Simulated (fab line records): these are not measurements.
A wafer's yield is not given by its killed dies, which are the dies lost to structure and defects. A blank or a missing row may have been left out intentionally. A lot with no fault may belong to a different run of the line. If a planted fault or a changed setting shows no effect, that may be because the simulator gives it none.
fab line records + flow nand_harc
record:
- lots: 13
- wafers: 39
- last_day: 24
route steps=1159 shown P_ZERO_WELL@44 P_STI@89 P_GATE@126 END@1159
lots that met no fault: taken from a fault-free run of the same line
start_h: the number of hours between the record's first day and the start of the first shown wafer of the lot + wait_h: hours elapsed since this lot's preceding step + " as in the row above + L1.1+2: one row covering several wafers at once + - no value present, or no start provided + * or withheld: withheld + < > ~ a bound
route shown NAME@n: NAME is a module with steps in the file, n the number in the route of the first one + usual: mean/standard deviation taken from wafers without a fault + same: alike in all rows + chamber/n: place in a boat + sites: per-site readings + _std_site: their standard deviation + _edge_site: inner sites' mean taken away from outer sites' mean + radius_mm: how far each site lies from the wafer's centre + mask NAME#n: copy n + behind: the last tool/chamber to shape the wafer + hold: why the lot was held/for how many hours/how that ended + device: which transistor (n, p or np) failed to switch + end of line: the tests these same wafers got at the end of their route + a step with no rows: only its recipe + killed: dies that structure and defects cost at the first sort, which is not the same as the wafer's yield + map: a wafer's dies, x killed, . not, _ none there
set.NAME: setting as actually run; set.NAME@STEP: the setting as run at that earlier step + model.NAME: the simulator's own value behind a step, which no gauge read
a sample of lots followed through the steps of the route, with each step as a table and each wafer as a row
services: when a tool's chamber went out of use (start_h, in hours from the record's first day, below 0 if earlier), for how many hours, and the reason
== steps ==
step: NHARC_P_ZERO_WELL_CD_MEAS_37
recipe:
- target_cd_nm: 720
- landing_energy_ev: 500
usual:
- cd_nm: 719.9/1.6
| lot.wafer | tool      | chamber | start_h | wait_h | cd_nm |
|-----------|-----------|---------|---------|--------|-------|
| L461.2    | cd_sem-03 | 0       | 22.12   | -      | 720.5 |
| L461.3    | "         | 0       | "       | "      | 723.2 |
| L461.5    | "         | 0       | "       | "      | 721.8 |
| L462.1    | cd_sem-02 | 0       | 28.09   | -      | 721.0 |
| L462.2    | "         | 0       | "       | "      | 719.7 |
| L462.3    | "         | 0       | "       | "      | 721.8 |
| L463.2    | cd_sem-02 | 0       | 33.85   | -      | 719.4 |
| L463.3    | "         | 0       | "       | "      | 717.1 |
| L463.5    | "         | 0       | "       | "      | 718.9 |
| L464.2    | cd_sem-03 | 0       | 40.24   | -      | 720.2 |
| L464.4    | "         | 0       | "       | "      | 717.8 |
| L464.5    | "         | 0       | "       | "      | 724.3 |
| L465.2    | cd_sem-03 | 0       | 46.69   | -      | 720.6 |
| L465.5    | "         | 0       | "       | "      | 720.7 |
| L465.6    | "         | 0       | "       | "      | 720.9 |
| L466.1    | cd_sem-03 | 0       | 52.11   | -      | 721.4 |
| L466.2    | "         | 0       | "       | "      | 718.7 |
| L466.4    | "         | 0       | "       | "      | 717.5 |
| L474.3    | cd_sem-03 | 0       | 100.16  | -      | 722.1 |
| L474.5    | "         | 0       | "       | "      | 717.9 |
| L474.6    | "         | 0       | "       | "      | 721.1 |
| L476.1    | cd_sem-02 | 0       | 112.11  | -      | 719.4 |
| L476.4    | "         | 0       | "       | "      | 719.2 |
| L476.5    | "         | 0       | "       | "      | 717.0 |
| L477.1    | cd_sem-02 | 0       | 117.99  | -      | 721.6 |
| L477.3    | "         | 0       | "       | "      | 719.1 |
| L477.4    | "         | 0       | "       | "      | 721.9 |
| L478.1    | cd_sem-03 | 0       | 124.30  | -      | 722.1 |
| L478.2    | "         | 0       | "       | "      | 720.5 |
| L478.4    | "         | 0       | "       | "      | 722.3 |
| L479.1    | cd_sem-03 | 0       | 130.01  | -      | 717.7 |
| L479.3    | "         | 0       | "       | "      | 718.7 |
| L479.6    | "         | 0       | "       | "      | 719.4 |
| L480.2    | cd_sem-03 | 0       | 136.13  | -      | 720.7 |
| L480.3    | "         | 0       | "       | "      | 718.9 |
| L480.4    | "         | 0       | "       | "      | 719.3 |
| L481.3    | cd_sem-02 | 0       | 142.11  | -      | 718.3 |
| L481.5    | "         | 0       | "       | "      | 721.0 |
| L481.6    | "         | 0       | "       | "      | 717.8 |
step: NHARC_P_ZERO_WELL_INSPECT_43
usual:
- raw_defect_count: 14/6.9
| lot.wafer | tool              | chamber | start_h | wait_h | raw_defect_count |
|-----------|-------------------|---------|---------|--------|------------------|
| L461.2    | defect_inspect-02 | -       | 25.64   | 0.5    | 10               |
| L461.3    | "                 | -       | "       | "      | 10               |
| L461.5    | "                 | -       | "       | "      | 8                |
| L462.1    | defect_inspect-01 | -       | 31.57   | 0.6    | 7                |
| L462.2    | "                 | -       | "       | "      | 13               |
| L462.3    | "                 | -       | "       | "      | 8                |
| L463.2    | defect_inspect-02 | -       | 37.22   | 0.5    | 9                |
| L463.3    | "                 | -       | "       | "      | 11               |
| L463.5    | "                 | -       | "       | "      | 11               |
| L464.2    | defect_inspect-01 | -       | 46.62   | 0.5    | 15               |
| L464.4    | "                 | -       | "       | "      | 21               |
| L464.5    | "                 | -       | "       | "      | 16               |
| L465.2    | defect_inspect-01 | -       | 50.17   | 0.5    | 22               |
| L465.5    | "                 | -       | "       | "      | 2                |
| L465.6    | "                 | -       | "       | "      | 19               |
| L466.1    | defect_inspect-01 | -       | 55.50   | 0.6    | 18               |
| L466.2    | "                 | -       | "       | "      | 9                |
| L466.4    | "                 | -       | "       | "      | 11               |
| L474.3    | defect_inspect-01 | -       | 103.60  | 0.4    | 11               |
| L474.5    | "                 | -       | "       | "      | 10               |
| L474.6    | "                 | -       | "       | "      | 13               |
| L476.1    | defect_inspect-01 | -       | 115.61  | 0.6    | 10               |
| L476.4    | "                 | -       | "       | "      | 11               |
| L476.5    | "                 | -       | "       | "      | 5                |
| L477.1    | defect_inspect-01 | -       | 121.35  | 0.6    | 10               |
| L477.3    | "                 | -       | "       | "      | 19               |
| L477.4    | "                 | -       | "       | "      | 11               |
| L478.1    | defect_inspect-01 | -       | 127.81  | 0.6    | 15               |
| L478.2    | "                 | -       | "       | "      | 5                |
| L478.4    | "                 | -       | "       | "      | 4                |
| L479.1    | defect_inspect-02 | -       | 133.48  | 0.6    | 10               |
| L479.3    | "                 | -       | "       | "      | 20               |
| L479.6    | "                 | -       | "       | "      | 18               |
| L480.2    | defect_inspect-02 | -       | 139.45  | 0.5    | 13               |
| L480.3    | "                 | -       | "       | "      | 5                |
| L480.4    | "                 | -       | "       | "      | 16               |
| L481.3    | defect_inspect-02 | -       | 145.60  | 0.4    | 12               |
| L481.5    | "                 | -       | "       | "      | 21               |
| L481.6    | "                 | -       | "       | "      | 16               |
step: NHARC_P_STI_ETCH_31
recipe:
- target_depth_a: 1089
- time_s: 54.5
- cf4_flow_sccm: 100
- chf3_flow_sccm: 30
- ar_flow_sccm: 0
- rf_w: 500
- bias_w: 200
- chemistry: CF4/CHF3
usual:
- bias_w: 199.9/0.56
- drypump_motor_current_A: 5.9/0.45
- oes_product_au: 0.963/0.02
- rf_vpp_V: 370.2/2.5
- showerhead_plenum_p_Torr: 1.56/0.07
- throttle_valve_pct: 16.802/0.0094
| lot.wafer | tool        | chamber | start_h | wait_h | bias_w | drypump_motor_current_A | oes_product_au | rf_hours_counter_h | rf_vpp_V | showerhead_plenum_p_Torr | throttle_valve_pct |
|-----------|-------------|---------|---------|--------|--------|-------------------------|----------------|--------------------|----------|--------------------------|--------------------|
| L461.2    | rie_diel-06 | 1       | -       | -      | 199.3  | 5.3                     | 0.934          | 5.4                | 368.1    | 1.51                     | 16.795             |
| L461.3    | "           | 2       | "       | "      | 199.3  | 5.7                     | 0.933          | 5.2                | 368.2    | 1.47                     | 16.787             |
| L461.5    | "           | 3       | "       | "      | 199.7  | 6.6                     | 0.931          | -                  | 371.6    | 1.57                     | 16.806             |
| L462.1    | rie_diel-09 | 2       | -       | -      | 200.0  | 5.7                     | 0.984          | 8.8                | 369.5    | 1.54                     | 16.806             |
| L462.3    | "           | 0       | "       | "      | 199.9  | 5.7                     | 0.982          | 8.3                | 367.8    | 1.51                     | 16.790             |
| L462.2    | "           | 1       | "       | "      | 200.4  | 5.2                     | 0.982          | 8.5                | 374.4    | 1.69                     | 16.804             |
| L463.2    | rie_diel-13 | 3       | -       | -      | 200.2  | 6.6                     | 0.957          | 2.7                | 370.9    | 1.60                     | 16.801             |
| L463.3    | "           | 2       | "       | "      | 199.6  | 5.9                     | 0.965          | 2.9                | 370.6    | 1.49                     | 16.810             |
| L463.5    | "           | 3       | "       | "      | 200.4  | 6.6                     | 0.968          | -                  | 372.6    | 1.60                     | 16.800             |
| L464.4    | rie_diel-13 | 2       | 64.22   | -      | 199.9  | 5.9                     | 1.002          | 3.3                | 368.6    | 1.50                     | 16.795             |
| L464.2    | "           | 0       | "       | "      | 200.2  | 6.1                     | 1.008          | 3.0                | 368.0    | 1.52                     | 16.794             |
| L464.5    | "           | 2       | "       | "      | 200.2  | 5.9                     | 0.994          | -                  | 368.0    | 1.50                     | 16.808             |
| L465.2    | rie_diel-09 | 1       | -       | -      | 201.8  | 5.2                     | 0.959          | 9.4                | 375.3    | 1.69                     | 16.788             |
| L465.6    | "           | 2       | "       | "      | 199.0  | 5.8                     | 0.985          | -                  | 370.1    | 1.54                     | 16.797             |
| L465.5    | "           | 3       | "       | "      | 199.2  | 5.4                     | 0.968          | -                  | 371.7    | 1.65                     | 16.811             |
| L466.4    | rie_diel-13 | 2       | -       | -      | 199.8  | 5.9                     | 0.980          | 3.4                | 367.4    | 1.50                     | 16.795             |
| L466.2    | "           | 3       | "       | "      | 200.4  | 6.6                     | 0.991          | 3.3                | 370.1    | 1.60                     | 16.802             |
| L466.1    | "           | 0       | "       | "      | 199.6  | 6.1                     | 0.984          | 3.1                | 367.7    | 1.52                     | 16.807             |
| L474.3    | rie_diel-06 | 3       | -       | -      | 200.1  | 6.6                     | 0.968          | 1.6                | 369.3    | 1.57                     | 16.804             |
| L474.6    | "           | 2       | "       | "      | 198.6  | 5.7                     | 0.981          | -                  | 366.7    | 1.47                     | 16.790             |
| L474.5    | "           | 3       | "       | "      | 200.4  | 6.6                     | 0.974          | -                  | 370.1    | 1.57                     | 16.807             |
| L476.4    | rie_diel-09 | 1       | -       | -      | 199.4  | 5.2                     | 0.971          | 2.9                | 374.1    | 1.69                     | 16.795             |
| L476.1    | "           | 3       | "       | "      | 199.7  | 5.4                     | 0.958          | 2.9                | 373.3    | 1.65                     | 16.802             |
| L476.5    | "           | 2       | "       | "      | 199.5  | 5.7                     | 0.997          | -                  | 368.4    | 1.54                     | 16.804             |
| L477.3    | rie_diel-09 | 1       | -       | -      | 200.4  | 5.2                     | 0.949          | 3.1                | 373.8    | 1.69                     | 16.807             |
| L477.1    | "           | 2       | "       | "      | 200.3  | 5.7                     | 0.954          | 2.9                | 369.8    | 1.54                     | 16.799             |
| L477.4    | "           | 3       | "       | "      | 200.0  | 5.5                     | 0.917          | 3.0                | 372.3    | 1.65                     | 16.787             |
| L478.1    | rie_diel-06 | 1       | -       | -      | 199.9  | 5.3                     | 0.980          | 2.8                | 367.7    | 1.51                     | 16.796             |
| L478.2    | "           | 2       | "       | "      | 198.8  | 5.7                     | 0.971          | 2.7                | 367.2    | 1.47                     | 16.796             |
| L478.4    | "           | 0       | "       | "      | 199.6  | 5.6                     | 0.930          | 1.7                | 374.2    | 1.69                     | 16.813             |
| L479.1    | rie_diel-09 | 1       | -       | -      | 199.8  | 5.2                     | 0.958          | 3.9                | 374.1    | 1.69                     | 16.801             |
| L479.3    | "           | 2       | "       | "      | 199.4  | 5.7                     | 0.981          | 3.7                | 368.8    | 1.54                     | 16.792             |
| L479.6    | "           | 2       | "       | "      | 199.8  | 5.7                     | 0.983          | -                  | 369.0    | 1.54                     | 16.803             |
| L480.3    | rie_diel-13 | 2       | -       | -      | 200.5  | 5.9                     | 0.932          | 1.6                | 368.0    | 1.50                     | 16.811             |
| L480.4    | "           | 3       | "       | "      | 199.8  | 6.6                     | 0.913          | 1.6                | 372.9    | 1.60                     | 16.800             |
| L480.2    | "           | 0       | "       | "      | 200.3  | 6.1                     | 0.926          | 1.6                | 367.6    | 1.52                     | 16.790             |
| L481.3    | rie_diel-13 | 0       | -       | -      | 200.1  | 6.2                     | 0.950          | 1.7                | 368.3    | 1.52                     | 16.819             |
| L481.6    | "           | 2       | "       | "      | 200.2  | 6.0                     | 0.960          | -                  | 368.4    | 1.49                     | 16.787             |
| L481.5    | "           | 3       | "       | "      | 199.3  | 6.6                     | 0.952          | -                  | 372.6    | 1.60                     | 16.799             |
step: NHARC_P_GATE_STRIP_15
recipe:
- time_s: 780
- temp_c: 130
- chemistry: SPM
usual:
- bath_guard_temp_C: 130.0/0.47
- bath_heat_duty_pct: 15.1/1.6
| lot.wafer | tool         | chamber | start_h | wait_h | bath_guard_temp_C | bath_heat_duty_pct |
|-----------|--------------|---------|---------|--------|-------------------|--------------------|
| L461.5    | wet_bench-09 | 4       | 82.22   | 0.0    | 129.6             | 16.8               |
| L461.2    | "            | 6       | "       | "      | 130.1             | 16.6               |
| L461.3    | "            | 7       | "       | "      | 129.4             | 18.1               |
| L462.2    | wet_bench-06 | 1       | 82.36   | 0.0    | 129.9             | 15.0               |
| L462.1    | "            | 2       | "       | "      | 130.3             | 14.4               |
| L462.3    | "            | 3       | "       | "      | 130.3             | 18.7               |
| L463.3    | wet_bench-09 | 1       | 82.53   | 0.0    | 129.7             | 15.0               |
| L463.2    | "            | 3       | "       | "      | 130.6             | 16.4               |
| L463.5    | "            | 6       | "       | "      | 130.2             | 14.7               |
| L464.5    | wet_bench-06 | 4       | 101.85  | 0.0    | -                 | -                  |
| L464.2    | "            | 6       | "       | "      | -                 | -                  |
| L464.4    | "            | 7       | "       | "      | -                 | -                  |
| L465.6    | wet_bench-02 | 1       | 101.94  | 0.0    | -                 | -                  |
| L465.5    | "            | 3       | "       | "      | -                 | -                  |
| L465.2    | "            | 5       | "       | "      | -                 | -                  |
| L466.2    | wet_bench-06 | 7       | 106.69  | 0.0    | 130.3             | 16.2               |
| L466.1    | "            | 0       | "       | "      | 129.2             | 13.8               |
| L466.4    | "            | 1       | "       | "      | 129.9             | 14.1               |
| L474.6    | wet_bench-06 | 0       | 163.61  | 0.0    | 129.2             | 13.9               |
| L474.5    | "            | 1       | "       | "      | 129.4             | 14.6               |
| L474.3    | "            | 3       | "       | "      | 130.6             | 17.8               |
| L476.4    | wet_bench-02 | 1       | 171.45  | 0.0    | 130.5             | 16.3               |
| L476.5    | "            | 2       | "       | "      | 130.4             | 13.6               |
| L476.1    | "            | 3       | "       | "      | 129.7             | 14.8               |
| L477.1    | wet_bench-02 | 5       | 178.39  | 0.0    | 129.7             | 12.3               |
| L477.4    | "            | 1       | "       | "      | 130.1             | 14.4               |
| L477.3    | "            | 2       | "       | "      | 130.0             | 14.1               |
| L478.2    | wet_bench-06 | 6       | 183.43  | 0.0    | 130.3             | 16.1               |
| L478.1    | "            | 7       | "       | "      | 130.5             | 16.8               |
| L478.4    | "            | 0       | "       | "      | 129.7             | 14.6               |
| L479.6    | wet_bench-09 | 7       | 183.60  | 0.0    | 129.5             | 16.4               |
| L479.1    | "            | 0       | "       | "      | 130.2             | 13.6               |
| L479.3    | "            | 2       | "       | "      | 130.5             | 12.6               |
| L480.3    | wet_bench-02 | 6       | 195.31  | 0.0    | 128.8             | 15.5               |
| L480.4    | "            | 1       | "       | "      | 130.0             | 15.8               |
| L480.2    | "            | 2       | "       | "      | 130.2             | 14.9               |
| L481.6    | wet_bench-09 | 6       | 200.59  | 0.0    | 130.1             | 15.9               |
| L481.5    | "            | 7       | "       | "      | 129.8             | 17.9               |
| L481.3    | "            | 0       | "       | "      | 129.9             | 13.9               |
step: NHARC_END_SORT_01
recipe:
- temp_c: 25
usual:
- killed_at_array: 26/10
- killed_at_other: 0.5/0.87
- killed_at_periphery: 3.0/2.5
- killed_dies: 29/11
- killed_open: 3.3/1.9
- killed_short: 1.8/1.5
same:
- gross_dies: 677
| lot.wafer | tool      | chamber | start_h | wait_h | killed_at_array | killed_at_other | killed_at_periphery | killed_dies | killed_open | killed_short |
|-----------|-----------|---------|---------|--------|-----------------|-----------------|---------------------|-------------|-------------|--------------|
| L464.2    | prober-02 | 0       | 464.07  | 2.8    | 28              | 1               | 648                 | 677         | 4           | 0            |
| L464.4    | prober-02 | 0       | 465.65  | 3.4    | 30              | 0               | 647                 | 677         | 2           | 1            |
| L464.5    | prober-02 | 0       | 466.44  | 3.7    | 35              | 1               | 641                 | 677         | 2           | 0            |
| L465.2    | prober-02 | 0       | 471.79  | 2.8    | 19              | 1               | 657                 | 677         | 3           | 2            |
| L465.5    | prober-02 | 0       | 474.16  | 3.7    | 17              | 0               | 660                 | 677         | 4           | 1            |
| L465.6    | prober-02 | 0       | 474.95  | 3.9    | 19              | 0               | 658                 | 677         | 4           | 1            |
killed by level:class
L464.2 P_GATE:area_strip=646 A_SLIT:chamber_film_flake=11 A_CHANNEL_HOLE_D1:chamber_film_flake=9 A_CONTACT:chamber_film_flake=3 A_CONTACT:geometric_particle:open=2 A_STAIRCASE:chamber_film_flake=2 P_M0:geometric_particle:open=1 A_WL_FILL:geometric_particle:open=1
L464.4 P_GATE:area_strip=644 A_CHANNEL_HOLE_D1:chamber_film_flake=16 A_SLIT:chamber_film_flake=11 P_CONTACT:geometric_particle:open=2 A_CONTACT:chamber_film_flake=2 P_M0:geometric_particle:short=1 A_M0:chamber_film_flake=1
L464.5 P_GATE:area_strip=639 A_CHANNEL_HOLE_D1:chamber_film_flake=16 A_SLIT:chamber_film_flake=11 A_CONTACT:chamber_film_flake=4 P_ZERO_WELL:chamber_film_flake=2 A_SGD_CUT:geometric_particle:open=1 A_CONTACT:geometric_particle:open=1 A_WL_FILL:chamber_film_flake=1
L465.2 P_GATE:area_strip=653 A_CHANNEL_HOLE_D1:chamber_film_flake=13 A_ZERO_WELL:chamber_film_flake=2 P_M0:geometric_particle:short=1 P_M0:geometric_particle:open=1 A_SGD_CUT:geometric_particle:open=1 A_CONTACT:geometric_particle:short=1 A_CONTACT:geometric_particle:open=1
L465.5 P_GATE:area_strip=655 A_CHANNEL_HOLE_D1:chamber_film_flake=11 A_SGD_CUT:chamber_film_flake=3 P_M0:geometric_particle:open=1 P_M1:geometric_particle:open=1 P_M1:geometric_particle:short=1 P_M2:geometric_particle:open=1 A_WL_FILL:geometric_particle:open=1
L465.6 P_GATE:area_strip=653 A_CHANNEL_HOLE_D1:chamber_film_flake=9 A_CONTACT:chamber_film_flake=5 P_ZERO_WELL:chamber_film_flake=3 P_M0:geometric_particle:open=2 A_CONTACT:geometric_particle:open=2 A_SGD_CUT:chamber_film_flake=2 A_M0:geometric_particle:short=1
== services ==
| tool         | chamber | start_h | hours | kind   |
|--------------|---------|---------|-------|--------|
| rie_diel-13  | 0       | 29.00   | -     | clean  |
| rie_diel-13  | 1       | 29.00   | -     | clean  |
| rie_diel-13  | 2       | 29.00   | -     | clean  |
| rie_diel-13  | 3       | 29.00   | -     | clean  |
| rie_diel-09  | 0       | 31.60   | -     | clean  |
| rie_diel-09  | 1       | 31.60   | -     | clean  |
| rie_diel-09  | 2       | 31.60   | -     | clean  |
| rie_diel-09  | 3       | 31.60   | -     | clean  |
| rie_diel-13  | 0       | 53.50   | -     | clean  |
| wet_bench-06 | -       | 62.52   | 1.9   | repair |
| rie_diel-06  | -       | 64.20   | 9.0   | pm     |
| rie_diel-09  | 2       | 72.09   | 7.1   | repair |
| rie_diel-09  | -       | 77.10   | 9.0   | pm     |
| rie_diel-13  | -       | 99.00   | 9.0   | pm     |
| rie_diel-09  | 3       | 105.47  | 5.6   | repair |
| wet_bench-09 | -       | 112.80  | 8.0   | pm     |
| rie_diel-06  | 0       | 121.33  | 20.3  | repair |
| wet_bench-06 | -       | 129.60  | 8.0   | pm     |
| rie_diel-09  | 3       | 139.04  | 7.7   | repair |
| rie_diel-13  | -       | 140.30  | 0.4   | repair |
| rie_diel-09  | 3       | 148.45  | 9.0   | repair |
| wet_bench-02 | -       | 180.00  | 8.0   | pm     |
| rie_diel-13  | 2       | 182.80  | 5.6   | repair |
| rie_diel-09  | 2       | 195.21  | 9.0   | repair |
== key ==
first_sign:
- step: NHARC_P_GATE_STRIP_15
- reading: tool_record
- direction: missing
effect:
- step: NHARC_END_SORT_01
- reading: killed_at_periphery
- direction: up
- sigmas: 99+
- usual: 3.0
- struck: 651.8
more_kills_born_at:
- NHARC_P_GATE_STRIP_15@wet_bench-02: 1961
- NHARC_P_GATE_STRIP_15@wet_bench-06: 1929
met_at NHARC_P_GATE_STRIP_15
struck_lots L464,L465
later_rows_left_out L464.2,L464.4,L464.5,L465.2,L465.5,L465.6
tester_left_out L464,L465
not_acting_at NHARC_P_ZERO_WELL_CD_MEAS_37,NHARC_P_ZERO_WELL_INSPECT_43,NHARC_P_STI_ETCH_31
onset_between 82.36 101.85
fault:
- kind: skipped_step_whole
- tool: wet_bench-02,wet_bench-06
- chamber: -
- onset_h: 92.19
- steps: NHARC_P_GATE_STRIP_15
- scope: struck_lots_only
tester_left_out: of these lots the tester's yield and bins aren't shown, on N5 and GAA mostly nor the transistor test; their killed dies are dies lost to structure and defects alone, not to doping, threshold or leakage, so they don't give the yield
later_rows_left_out: the simulator's readings of these wafers behind a module that went badly wrong aren't trusted and aren't shown, but for the sort
